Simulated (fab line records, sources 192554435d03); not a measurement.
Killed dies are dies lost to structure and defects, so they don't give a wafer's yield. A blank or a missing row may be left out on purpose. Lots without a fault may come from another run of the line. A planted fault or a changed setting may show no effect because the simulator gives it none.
fab line records | flow n5_finfet
record lots=7 wafers=21
route steps=1938 shown FIN_CUT@160 DUMMY_GATE@215 SD_EPI_P@297 SDB@348
start_h: hours from the record's first day to the start of the lot's first wafer shown | wait_h: hours since the lot's step before | " the same as in the row above | L1.1+2: a row that stands for several wafers | - no value, or no start given | * or withheld: withheld | < > ~ a bound
route shown NAME@n: a module of which the file shows steps, and the number in the route of the first | usual: mean/standard deviation of fault-free wafers | same: alike in all rows | chamber/n: place in a boat | sites: the reading at each site | _std_site: their standard deviation | _edge_site: outer sites' mean less inner sites' | radius_mm: how far each site lies from the wafer's centre | mask NAME#n: copy n | behind: the tool/chamber that last shaped the wafer | hold: why the lot was held/for how many hours/how that ended | device: the transistor (n, p or np) that didn't switch | end of line: the same wafers' tests at the end of the route | a step without rows: its recipe alone | killed: dies lost to structure and defects at the first sort, not the wafer's yield | map: a wafer's dies, x killed, . not, _ none there
set.NAME: the setting as run; set.NAME@STEP: as run at that earlier step | model.NAME: the simulator's own value behind a step, which no gauge read
lots whose settings were changed on purpose; a table a step, a row a wafer
## steps
# step N5_FIN_CUT_EXPOSE_05
# recipe mask_id=FIN_CUT na=0.33 source_shape=annular sigma_inner=0.35 sigma_outer=0.8 polarization=unpolarized dose_mj=45.75
# columns lot.wafer tool chamber start_h wait_h mask set.dose_mj
L074.2+3 euv_scanner-02 0 28.17 - FIN_CUT#0 48.74
L074.4 " 0 " " FIN_CUT#0 45.75
L076.1+6 euv_scanner-02 0 39.29 - FIN_CUT#0 42.96
L076.3 " 0 " " FIN_CUT#0 45.75
L082.1 euv_scanner-02 0 74.25 - FIN_CUT#0 46.83
L082.4+5 " 0 " " FIN_CUT#0 45.75
L086.2+5 euv_scanner-02 0 100.45 - FIN_CUT#0 48.11
L086.6 " 0 " " FIN_CUT#0 45.75
L094.2 euv_scanner-01 0 148.57 - FIN_CUT#0 48.72
L094.3+4 " 0 " " FIN_CUT#0 45.75
L095.2+4+5 euv_scanner-01 0 152.84 - FIN_CUT#0 45.75
L097.1+6 euv_scanner-01 0 164.83 - FIN_CUT#0 45.75
L097.3 " 0 " " FIN_CUT#0 42.52
# step N5_FIN_CUT_PEB_06
# recipe peb_temp_c=100 peb_time_s=60 resist=CAR-EUV
# step N5_FIN_CUT_DEVELOP_07
# recipe develop_time_s=30 developer=TMAH resist=CAR-EUV rinse_liquid=surfactant_rinse dry=air_spin dev_temp_c=23
# step N5_FIN_CUT_CD_MEAS_08
# recipe target_cd_nm=29.1 landing_energy_ev=500 detector=se_inlens polarity=opening
# usual cd_nm=29.19/0.23
# columns lot.wafer tool chamber start_h wait_h set.dose_mj@FIN_CUT_EXPOSE_05 cd_nm
L074.2 cd_sem-02 0 28.30 - 48.74 30.25
L074.3 " 0 " " 48.74 30.60
L074.4 " 0 " " 45.75 28.85
L076.1 cd_sem-03 0 39.43 - 42.96 27.79
L076.3 " 0 " " 45.75 28.94
L076.6 " 0 " " 42.96 27.82
L082.1 cd_sem-03 0 74.38 - 46.83 29.47
L082.4 " 0 " " 45.75 29.46
L082.5 " 0 " " 45.75 28.93
L086.2 cd_sem-01 0 100.58 - 48.11 30.30
L086.5 " 0 " " 48.11 30.16
L086.6 " 0 " " 45.75 29.30
L094.2 cd_sem-03 0 148.70 - 48.72 30.35
L094.3 " 0 " " 45.75 29.04
L094.4 " 0 " " 45.75 29.29
L095.2 cd_sem-03 0 152.97 - 45.75 29.15
L095.4 " 0 " " 45.75 29.30
L095.5 " 0 " " 45.75 29.09
L097.1 cd_sem-01 0 164.97 - 45.75 29.28
L097.3 " 0 " " 42.52 27.81
L097.6 " 0 " " 45.75 29.38
# step N5_FIN_CUT_DESCUM_13
# recipe chemistry=O2 time_s=7 source_power_w=50 bias_power_w=20 pressure_mtorr=20 rf_frequency_hz=2.712e+07 temp_c=40 resist=CAR-EUV o2_flow_sccm=225
# step N5_FIN_CUT_ETCH_30
# recipe chemistry=N2/H2 target=underlayer target_depth_a=130 mask_material=CAR-EUV time_s=10.4 ion_energy_ev=200 pressure_mtorr=30 source_w=840 bias_w=150 n2_flow_sccm=200 h2_flow_sccm=200 ends=cleared
# columns lot.wafer tool chamber start_h wait_h set.dose_mj@FIN_CUT_EXPOSE_05 model.FIN_CUT.cd_offset_nm
L074.2+3 rie_diel-04 1,0 28.52 0.0 48.74 1.2
L074.4 " 2 " " 45.75 0.2
L076.1 rie_diel-04 3 39.58 0.0 42.96 -1.2
L076.3 " 0 " " 45.75 -0.2
L076.6 " 0 " " 42.96 -1
L082.1 rie_diel-03 2 74.56 0.0 46.83 0.4
L082.4+5 " 0 " " 45.75 0
L086.2+5 rie_diel-05 3,1 100.73 0.0 48.11 1
L086.6 " 2 " " 45.75 0.2
L094.2 rie_diel-04 3 148.86 0.0 48.72 1.4
L094.3 " 0 " " 45.75 0.2
L094.4 " 2 " " 45.75 0.4
L095.2+4+5 rie_diel-03 0,3,1 153.13 0.0 45.75 0
L097.1+6 rie_diel-04 0 165.12 0.0 45.75 0.2
L097.3 " 1 " " 42.52 -1.2
# step N5_FIN_CUT_ETCH_20
# recipe chemistry=CF4 target=SiARC target_depth_a=260 mask_material=CAR-EUV time_s=43.3 ion_energy_ev=80 pressure_mtorr=40 source_w=545 bias_w=36 Ar_flow_sccm=100 cf4_flow_sccm=100 ends=cleared
# columns lot.wafer tool chamber start_h wait_h set.spin_rpm@FIN_CUT_COAT_19 set.dose_mj@FIN_CUT_EXPOSE_05 model.FIN_CUT.cd_offset_nm model.etch.depth_nm
L074.2 rie_diel-04 1 28.54 0.0 1500 48.74 1.2 20.05
L074.3 " 0 " " 1500 48.74 1.4 20.03
L074.4 " 2 " " 1500 45.75 0 20.04
L076.1 rie_diel-04 3 39.60 0.0 1500 42.96 -1.2 20.01
L076.3 " 0 " " 1416 45.75 0 20.57
L076.6 " 0 " " 1500 42.96 -1 19.93
L082.1 rie_diel-03 2 74.59 0.0 1500 46.83 0.4 20.02
L082.4 " 0 " " 1450 45.75 0.2 20.32
L082.5 " 0 " " 1500 45.75 0.2 19.98
L086.2 rie_diel-05 3 100.75 0.0 1500 48.11 1 19.87
L086.5 " 1 " " 1589 48.11 1 19.3
L086.6 " 2 " " 1589 45.75 0.2 19.4
L094.2 rie_diel-04 3 148.88 0.0 1443 48.72 1.4 20.41
L094.3 " 0 " " 1500 45.75 0.4 20.09
L094.4 " 2 " " 1443 45.75 0.4 20.46
L095.2 rie_diel-03 0 153.15 0.0 1500 45.75 0.2 19.94
L095.4 " 3 " " 1500 45.75 0 19.97
L095.5 " 1 " " 1500 45.75 0 20.02
L097.1 rie_diel-04 0 165.14 0.0 1430 45.75 0.2 20.53
L097.3 " 1 " " 1430 42.52 -1.2 20.51
L097.6 " 0 " " 1500 45.75 0.2 20.04
# step N5_FIN_CUT_ETCH_21
# recipe chemistry=N2/H2 target=SOC target_depth_a=2190 overetch_a=438 mask_material=SiARC temp_c=40 ion_energy_ev=100 bias_w=61 time_s=523.5 pressure_mtorr=30 source_w=850 n2_flow_sccm=200 h2_flow_sccm=200
# columns lot.wafer tool chamber start_h wait_h set.dose_mj@FIN_CUT_EXPOSE_05 model.FIN_CUT.cd_offset_nm
L074.2+3 rie_diel-04 1,0 28.58 0.0 48.74 1.4
L074.4 " 2 " " 45.75 0.2
L076.1+6 rie_diel-04 3,0 39.64 0.0 42.96 -1.2
L076.3 " 0 " " 45.75 -0.2
L082.1 rie_diel-03 2 74.64 0.0 46.83 0
L082.4+5 " 0 " " 45.75 0
L086.2 rie_diel-05 3 100.79 0.0 48.11 0.6
L086.5 " 1 " " 48.11 1.4
L086.6 " 2 " " 45.75 0.4
L094.2 rie_diel-04 3 148.92 0.0 48.72 1.4
L094.3 " 0 " " 45.75 -0.2
L094.4 " 2 " " 45.75 0.6
L095.2 rie_diel-03 0 153.18 0.0 45.75 0.2
L095.4 " 3 " " 45.75 0.4
L095.5 " 1 " " 45.75 0
L097.1 rie_diel-04 0 165.18 0.0 45.75 -0.2
L097.3 " 1 " " 42.52 -0.8
L097.6 " 0 " " 45.75 0
# step N5_FIN_CUT_STRIP_23
# recipe chemistry=N2/H2 temp_c=40 n2_flow_sccm=200 h2_flow_sccm=200 rf_frequency_hz=6e+07
# step N5_FIN_CUT_STRIP_31
# recipe chemistry=N2/H2 temp_c=40 n2_flow_sccm=200 h2_flow_sccm=200 rf_frequency_hz=6e+07
# step N5_FIN_CUT_STRIP_24
# recipe chemistry=CF4 resist=SiARC power_w=300 bias_power_w=75 pressure_mtorr=50 cf4_flow_sccm=150 rf_frequency_hz=6e+07
# step N5_FIN_CUT_CUT_ETCH_26
# recipe chemistry=CH3F/O2 target=SiNx target_depth_a=390 mask_material=SOC time_s=55.7 pressure_mtorr=30 source_w=395 bias_w=73 Ar_flow_sccm=150 CH3F_flow_sccm=30 O2_flow_sccm=20 ion_energy_ev=120
# step N5_FIN_CUT_CUT_ETCH_27
# recipe chemistry=CHF3/O2 target=SiO2 target_depth_a=40 mask_material=SOC overetch_a=20 time_s=4.9 pressure_mtorr=30 source_w=650 bias_w=170 Ar_flow_sccm=200 CHF3_flow_sccm=50 O2_flow_sccm=5 ion_energy_ev=200
# columns lot.wafer tool chamber start_h wait_h set.dose_mj@FIN_CUT_EXPOSE_05 model.FIN_CUT.cd_offset_nm
L074.2 rie_diel-04 1 28.97 0.0 48.74 1.4
L074.3 " 0 " " 48.74 1.6
L074.4 " 2 " " 45.75 0.2
L076.1+6 rie_diel-04 3,0 40.03 0.0 42.96 -1.2
L076.3 " 0 " " 45.75 -0.2
L082.1 rie_diel-03 2 75.23 0.0 46.83 0
L082.4+5 " 0 " " 45.75 0
L086.2 rie_diel-05 3 101.18 0.0 48.11 0.8
L086.5 " 1 " " 48.11 1.4
L086.6 " 2 " " 45.75 0.4
L094.2 rie_diel-04 3 149.31 0.0 48.72 1.4
L094.3 " 0 " " 45.75 -0.4
L094.4 " 2 " " 45.75 0.6
L095.2 rie_diel-03 0 153.57 0.0 45.75 0.2
L095.4 " 3 " " 45.75 0.4
L095.5 " 1 " " 45.75 -0.2
L097.1 rie_diel-04 0 165.57 0.0 45.75 -0.2
L097.3 " 1 " " 42.52 -0.8
L097.6 " 0 " " 45.75 0.2
# step N5_DUMMY_GATE_CVD_03
# recipe material=a-Si target_thk_a=1500 temp_c=530 precursor=SiH4 time_s=8042
# columns lot.wafer tool chamber start_h wait_h set.temp_c model.a-Si_of_DUMMY_GATE_CVD_03.thk_nm
L074.2+3 - - - 0.1 521.9 118.8
L074.4 " - " " 521.9 118.4
L076.1 - - - 3.9 542.9 215.4
L076.3 " - " " 542.9 216.6
L076.6 " - " " 542.9 216
L082.1+4 - - - 2.1 522.4 120.6
L082.5 " - " " 522.4 119.2
L086.2+5 - - - 0.1 552.4 276.6
L086.6 " - " " 552.4 277.4
L094.2 - - - 0.1 519.8 112
L094.3 " - " " 519.8 114
L094.4 " - " " 519.8 112.8
L095.2+5 lpcvd-01 1/45,1/59 164.04 0.1 530 150.6
L095.4 " 1/54 " " 530 150.4
L097.1 - - - 0.1 552.8 276.4
L097.3 " - " " 552.8 278.8
L097.6 " - " " 552.8 279
# step N5_DUMMY_GATE_PRECLEAN_46
# recipe chemistry=DIW time_s=89.5 temp_c=23
# step N5_DUMMY_GATE_SRD_47
# recipe dry_time_s=32 dry=n2_spin spin_rpm=1500
# step N5_DUMMY_GATE_CMP_04
# recipe material=a-Si post_cmp_clean=alkaline_brush
# usual time_to_endpoint_s=13.6/2
# columns lot.wafer tool chamber start_h wait_h set.temp_c@DUMMY_GATE_CVD_03 time_to_endpoint_s
L074.2 cmp-01 0 42.33 0.0 521.9 7.1
L074.3 " 1 " " 521.9 8.5
L074.4 " 3 " " 521.9 5.1
L076.3 cmp-03 1 58.17 0.0 542.9 22.7
L076.1 " 3 " " 542.9 27.0
L076.6 " 2 " " 542.9 23.6
L082.1 cmp-03 0 90.64 0.0 522.4 10.3
L082.4 " 3 " " 522.4 10.5
L082.5 " 1 " " 522.4 7.8
L086.2 cmp-04 2 114.52 0.1 552.4 33.8
L086.6 " 1 " " 552.4 30.7
L086.5 " 2 " " 552.4 30.6
L094.2 cmp-01 3 163.02 0.0 519.8 6.0
L094.4 " 0 " " 519.8 4.4
L094.3 " 1 " " 519.8 7.3
L095.4 cmp-04 2 167.77 0.0 530 11.1
L095.2 " 0 " " 530 13.1
L095.5 " 3 " " 530 15.6
L097.1 cmp-01 1 179.24 0.1 552.8 36.3
L097.3 " 2 " " 552.8 36.6
L097.6 " 3 " " 552.8 35.6
# step N5_SD_EPI_P_COAT_03
# recipe resist=CAR-ArF-block spin_rpm=1500 resist_thk_nm=150
# columns lot.wafer tool chamber start_h wait_h set.spin_rpm model.CAR-ArF-block_of_SD_EPI_P_COAT_03.thk_nm
L074.2 litho_track-02 0 - - 1500 149.6
L074.3 " 0 " " 1583 145
L074.4 " 0 " " 1583 145.4
L076.1 litho_track-03 0 - - 1500 149.6
L076.3+6 " 0 " " 1647 143.2
L082.1 litho_track-04 0 - - 1500 149.6
L082.4 " 0 " " 1572 146.2
L082.5 " 0 " " 1572 145.8
L086.2 litho_track-02 0 - - 1500 149
L086.5 " 0 " " 1500 149.8
L086.6 " 0 " " 1383 155.2
L094.2 litho_track-03 0 - - 1383 156.6
L094.3 " 0 " " 1383 156.4
L094.4 " 0 " " 1500 149.8
L095.2+5 litho_track-04 0 - - 1500 150.6
L095.4 " 0 " " 1500 150
L097.1 litho_track-04 0 - - 1566 146.6
L097.3 " 0 " " 1500 149.8
L097.6 " 0 " " 1566 147
# step N5_SD_EPI_P_EBR_05
# recipe solvent=PGMEA ebr_width_mm=1.5
# step N5_SD_EPI_P_SOFTBAKE_04
# recipe temp_c=110 time_s=60 resist=CAR-ArF-block
# step N5_SD_EPI_P_EXPOSE_06
# recipe mask_id=SD_P_BLK na=1.35 source_shape=conventional sigma_outer=0.8 polarization=unpolarized target_cd_nm=240 dose_mj=39.5
# step N5_SD_EPI_P_PEB_07
# recipe peb_temp_c=110 peb_time_s=60 resist=CAR-ArF-block
# step N5_SD_EPI_P_DEVELOP_08
# recipe develop_time_s=30 developer=TMAH resist=CAR-ArF-block dev_temp_c=23 rinse_liquid=diw dry=air_spin
# columns lot.wafer tool chamber start_h wait_h set.spin_rpm@SD_EPI_P_COAT_03 model.CAR-ArF-block_of_SD_EPI_P_COAT_03.thk_nm
L074.2 litho_track-02 0 - - 1500 147.8
L074.3 " 0 " " 1583 143.4
L074.4 " 0 " " 1583 143.6
L076.1 litho_track-02 0 - - 1500 147.8
L076.3 " 0 " " 1647 141.6
L076.6 " 0 " " 1647 141.4
L082.1 litho_track-02 0 - - 1500 148
L082.4 " 0 " " 1572 144.6
L082.5 " 0 " " 1572 144.2
L086.2 litho_track-04 0 - - 1500 147.2
L086.5 " 0 " " 1500 148.2
L086.6 " 0 " " 1383 153.4
L094.2 litho_track-03 0 - - 1383 154.8
L094.3 " 0 " " 1383 154.6
L094.4 " 0 " " 1500 148.2
L095.2+5 litho_track-04 0 - - 1500 148.8
L095.4 " 0 " " 1500 148.4
L097.1 litho_track-02 0 - - 1566 144.8
L097.3 " 0 " " 1500 148.2
L097.6 " 0 " " 1566 145.2
# step N5_SDB_COAT_03
# recipe resist=SOC temp_c=250 time_s=60 spin_rpm=1500 resist_thk_nm=100
# columns lot.wafer tool chamber start_h wait_h set.spin_rpm model.SOC_of_SDB_COAT_03.thk_nm
L074.2+4 litho_track-03 0 65.57 0.1 1500 100
L074.3 " 0 " " 1500 99.8
L076.1+6 litho_track-05 0 81.37 0.1 1406 103.6
L076.3 " 0 " " 1500 100
L082.1+5 litho_track-03 0 115.89 0.1 1500 100
L082.4 " 0 " " 1500 100.2
L086.2 litho_track-03 0 137.85 0.1 1662 94.4
L086.5 " 0 " " 1500 99.2
L086.6 " 0 " " 1500 99.8
L094.2+4 litho_track-01 0 185.48 0.1 1500 100
L094.3 " 0 " " 1361 105.4
L095.2 litho_track-05 0 191.49 0.1 1500 99.6
L095.4+5 " 0 " " 1500 99.8
L097.1 litho_track-03 0 204.92 0.1 1637 96
L097.3 " 0 " " 1500 100.4
L097.6 " 0 " " 1500 100.2
# step N5_SDB_ETCH_17
# recipe chemistry=CF4 target=SiARC target_depth_a=234 mask_material=CAR-ArF time_s=39 ion_energy_ev=80 pressure_mtorr=40 source_w=545 bias_w=36 Ar_flow_sccm=100 cf4_flow_sccm=100 ends=cleared
# usual etch_rf_on_time_s=38.8/0.42 rf_vpp_V=184.3/1.4
# columns lot.wafer tool chamber start_h wait_h set.bias_w etch_rf_on_time_s rf_vpp_V
L074.2 rie_diel-02 1 66.12 0.0 41.71 36.6 202.6
L074.3 " 3 " " 36 38.7 183.3
L074.4 " 0 " " 41.71 37.4 199.6
L076.1 rie_diel-02 3 82.25 0.0 41.5 37.1 199.8
L076.3 " 1 " " 41.5 36.6 203.3
L076.6 " 3 " " 36 38.7 184.4
L082.1 rie_diel-02 2 116.69 0.0 36 38.4 183.2
L082.4 " 3 " " 36 38.6 183.5
L082.5 " 1 " " 36 38.3 185.7
L086.2 rie_diel-01 0 138.34 0.0 36 38.8 182.5
L086.5 " 1 " " 36 38.6 184.7
L086.6 " 2 " " 36 38.8 184.7
L094.2 rie_diel-01 0 185.97 0.0 38.54 38.4 189.8
L094.3 " 3 " " 38.54 37.7 193.6
L094.4 " 0 " " 36 39.5 181.9
L095.2 rie_diel-06 1 192.84 0.0 36 39.3 183.0
L095.4 " 0 " " 36 39.0 182.4
L095.5 " 1 " " 36 39.6 183.4
L097.1 rie_diel-01 2 205.29 0.0 39.16 37.8 194.6
L097.3 " 1 " " 39.16 38.2 194.0
L097.6 " 1 " " 39.16 38.1 196.2
# step N5_SDB_ETCH_18
# recipe chemistry=N2/H2 target=SOC target_depth_a=1000 overetch_a=200 mask_material=SiARC temp_c=40 time_s=150 ion_energy_ev=200 pressure_mtorr=30 source_w=840 bias_w=150 n2_flow_sccm=200 h2_flow_sccm=200
# columns lot.wafer tool chamber start_h wait_h set.spin_rpm@SDB_COAT_03 model.etch.depth_nm
L074.2 rie_diel-02 1 66.16 0.0 1500 99.9
L074.3 " 3 " " 1500 99.88
L074.4 " 0 " " 1500 99.99
L076.1 rie_diel-02 3 82.29 0.0 1406 103.6
L076.3 " 1 " " 1500 100.1
L076.6 " 3 " " 1406 103.5
L082.1 rie_diel-02 2 116.72 0.0 1500 99.93
L082.4 " 3 " " 1500 100.1
L082.5 " 1 " " 1500 99.92
L086.2 rie_diel-01 0 138.38 0.0 1662 94.38
L086.5 " 1 " " 1500 99.26
L086.6 " 2 " " 1500 99.75
L094.2 rie_diel-01 0 186.01 0.0 1500 99.94
L094.3 " 3 " " 1361 105.4
L094.4 " 0 " " 1500 99.98
L095.2 rie_diel-06 1 192.87 0.0 1500 99.51
L095.4 " 0 " " 1500 99.78
L095.5 " 1 " " 1500 99.73
L097.1 rie_diel-01 2 205.33 0.0 1637 96.04
L097.3 " 1 " " 1500 100.3
L097.6 " 1 " " 1500 100.2
# step N5_SDB_STRIP_19
# recipe chemistry=N2/H2 temp_c=40 n2_flow_sccm=200 h2_flow_sccm=200 rf_frequency_hz=6e+07
# step N5_SDB_STRIP_21
# recipe chemistry=CF4 resist=SiARC power_w=300 bias_power_w=75 pressure_mtorr=50 cf4_flow_sccm=150 rf_frequency_hz=6e+07
# step N5_SDB_HM_OPEN_20
# recipe chemistry=CH3F/O2 target=SiNx mask_material=SOC target_depth_a=240 stop_on=poly-Si over_etch_frac=0.4 ion_energy_ev=120 pressure_mtorr=30 source_w=395 bias_w=73 Ar_flow_sccm=150 CH3F_flow_sccm=30 O2_flow_sccm=20
# columns lot.wafer tool chamber start_h wait_h set.spin_rpm@SDB_COAT_03 model.SOC_of_SDB_COAT_03.thk_nm
L074.2+4 rie_diel-02 1,0 66.32 0.0 1500 84
L074.3 " 3 " " 1500 83.6
L076.1 rie_diel-02 3 82.45 0.0 1406 87.6
L076.3 " 1 " " 1500 84
L076.6 " 3 " " 1406 87.4
L082.1+5 rie_diel-02 2,1 116.88 0.0 1500 84
L082.4 " 3 " " 1500 84.2
L086.2 rie_diel-01 0 138.54 0.0 1662 78.8
L086.5 " 1 " " 1500 83.2
L086.6 " 2 " " 1500 84
L094.2+4 rie_diel-01 0 186.16 0.0 1500 84.2
L094.3 " 3 " " 1361 89.6
L095.2+5 rie_diel-06 1 193.03 0.0 1500 83.6
L095.4 " 0 " " 1500 83.4
L097.1 rie_diel-01 2 205.48 0.0 1637 80.4
L097.3 " 1 " " 1500 84.4
L097.6 " 1 " " 1500 84.2
# step N5_SDB_STRIP_22
# recipe chemistry=N2/H2 power_w=1000 temp_c=250 h2_frac=0.65 overash_fraction=0.3 pressure_mtorr=withheld n2_flow_sccm=1750 h2_flow_sccm=3250
# usual strip_time_to_endpoint_s=96.2/0.34
# columns lot.wafer tool chamber start_h wait_h set.spin_rpm@SDB_COAT_03 strip_time_to_endpoint_s
L074.2 plasma_asher-01 0 66.40 0.1 1500 96.2
L074.3 " 1 " " 1500 95.9
L074.4 " 0 " " 1500 96.3
L076.1 plasma_asher-01 1 82.53 0.1 1406 99.5
L076.3 " 0 " " 1500 96.2
L076.6 " 0 " " 1406 99.4
L082.1 plasma_asher-01 1 116.96 0.1 1500 96.1
L082.4 " 0 " " 1500 96.4
L082.5 " 1 " " 1500 96.2
L086.2 plasma_asher-02 0 138.62 0.1 1662 91.3
L086.5 " 1 " " 1500 95.5
L086.6 " 0 " " 1500 96.2
L094.2 plasma_asher-02 0 186.24 0.1 1500 96.4
L094.3 " 0 " " 1361 101.5
L094.4 " 1 " " 1500 96.4
L095.2 plasma_asher-02 1 193.11 0.1 1500 95.8
L095.4 " 1 " " 1500 95.7
L095.5 " 1 " " 1500 95.9
L097.1 plasma_asher-01 1 205.57 0.1 1637 92.8
L097.3 " 0 " " 1500 96.5
L097.6 " 1 " " 1500 96.5
## key
split step=N5_FIN_CUT_EXPOSE_05 setting=dose_mj stated=45.75 by=wafer
response step=N5_FIN_CUT_CD_MEAS_08 reading=cd_nm change=+0.201 per=1% r=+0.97
response step=N5_FIN_CUT_ETCH_30 reading=model.FIN_CUT.cd_offset_nm change=+0.167 per=1% r=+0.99
response step=N5_FIN_CUT_ETCH_20 reading=model.FIN_CUT.cd_offset_nm change=+0.177 per=1% r=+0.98
response step=N5_FIN_CUT_ETCH_21 reading=model.FIN_CUT.cd_offset_nm change=+0.146 per=1% r=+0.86
response step=N5_FIN_CUT_CUT_ETCH_27 reading=model.FIN_CUT.cd_offset_nm change=+0.158 per=1% r=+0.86
split step=N5_DUMMY_GATE_CVD_03 setting=temp_c stated=530 by=lot
response step=N5_DUMMY_GATE_CVD_03 reading=model.a-Si_of_DUMMY_GATE_CVD_03.thk_nm change=+27 per=1% r=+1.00
response step=N5_DUMMY_GATE_CMP_04 reading=time_to_endpoint_s change=* per=1% r=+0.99
split step=N5_SD_EPI_P_COAT_03 setting=spin_rpm stated=1500 by=wafer
response step=N5_SD_EPI_P_COAT_03 reading=model.CAR-ArF-block_of_SD_EPI_P_COAT_03.thk_nm change=-0.74 per=1% r=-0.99
response step=N5_SD_EPI_P_DEVELOP_08 reading=model.CAR-ArF-block_of_SD_EPI_P_COAT_03.thk_nm change=-0.729 per=1% r=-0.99
split step=N5_SDB_COAT_03 setting=spin_rpm stated=1500 by=wafer
response step=N5_SDB_COAT_03 reading=model.SOC_of_SDB_COAT_03.thk_nm change=-0.513 per=1% r=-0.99
response step=N5_SDB_ETCH_18 reading=model.etch.depth_nm change=-0.51 per=1% r=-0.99
response step=N5_SDB_HM_OPEN_20 reading=model.SOC_of_SDB_COAT_03.thk_nm change=-0.49 per=1% r=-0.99
response step=N5_SDB_STRIP_22 reading=strip_time_to_endpoint_s change=* per=1% r=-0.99
split step=N5_SDB_ETCH_17 setting=bias_w stated=36 by=wafer
response step=N5_SDB_ETCH_17 reading=etch_rf_on_time_s change=* per=1% r=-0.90
response step=N5_SDB_ETCH_17 reading=rf_vpp_V change=+1.15 per=1% r=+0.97
split outside_this_file step=N5_FIN_CUT_COAT_19 setting=spin_rpm
# split outside_this_file: this setting was split too, and the file shows its column; the key of that split is in another file
